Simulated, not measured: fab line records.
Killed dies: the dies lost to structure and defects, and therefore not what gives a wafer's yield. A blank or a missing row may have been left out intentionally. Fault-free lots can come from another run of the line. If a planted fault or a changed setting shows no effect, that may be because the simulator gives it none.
Matching of chambers + flow n5_finfet + N5_BEOL_M6_ILD_DEP_00 on pecvd-03: 3 sister chambers
The step deposits SiCOH lowk from DEMS/porogen, target thk 179.75 nm, time 33.4 s. 6 wafers are shown with their chamber, then 9 later ones without.

## EACH WAFER AND ITS CHAMBER
| wafer  | chamber | throttle_valve_pct (%) | showerhead_plenum_p_Torr (Torr) |
|--------|---------|------------------------|---------------------------------|
| L082.1 | 1       | 14.2                   | 5.721                           |
| L085.3 | 1       | 14.3                   | 5.726                           |
| L085.6 | 0       | 14.3                   | 5.753                           |
| L086.1 | 2       | 12.6                   | 5.716                           |
| L086.4 | 0       | 13.8                   | 5.732                           |
| L086.6 | 2       | 12.5                   | 5.724                           |

## WAFERS WITHOUT THEIR CHAMBER
| wafer  | throttle_valve_pct (%) | showerhead_plenum_p_Torr (Torr) |
|--------|------------------------|---------------------------------|
| L090.1 | 12.5                   | 5.717                           |
| L090.4 | 14.4                   | 5.743                           |
| L090.5 | 12.7                   | 5.713                           |
| L091.1 | 14.2                   | 5.742                           |
| L091.4 | 14.2                   | 5.703                           |
| L091.6 | 12.5                   | 5.731                           |
| L094.1 | 12.7                   | 5.726                           |
| L094.4 | 12.7                   | 5.712                           |
| L094.5 | 14.2                   | 5.709                           |

## WHICH CHAMBER EACH ONE RAN IN
| wafer  | from the rows above     | in truth |
|--------|-------------------------|----------|
| L090.1 | 2                       | 2        |
| L090.4 | can't be placed: 0 or 1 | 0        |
| L090.5 | 2                       | 2        |
| L091.1 | can't be placed: 0 or 1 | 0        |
| L091.4 | 1                       | 1        |
| L091.6 | 2                       | 2        |
| L094.1 | 2                       | 2        |
| L094.4 | 2                       | 2        |
| L094.5 | 1                       | 1        |
7 of 9 placed correctly. Unplaceable from these rows: 2, with the true chamber sitting among the candidates in 2. Wrongly placed: 0.
How it was worked out, from the rows above alone: a wafer's distance from a chamber is the root of the sum, over the readings, of the square of ((its reading less the chamber's mean) divided by the reading's scatter). If the next closest chamber is less than 2 further off than the closest, the wafer can't be placed; otherwise it belongs to the closest. The mean given for a chamber averages the wafers shown for that chamber. The scatter: the root of (the sum of the squares of (reading less its chamber's mean) over the shown wafers, divided by (wafers less chambers)).
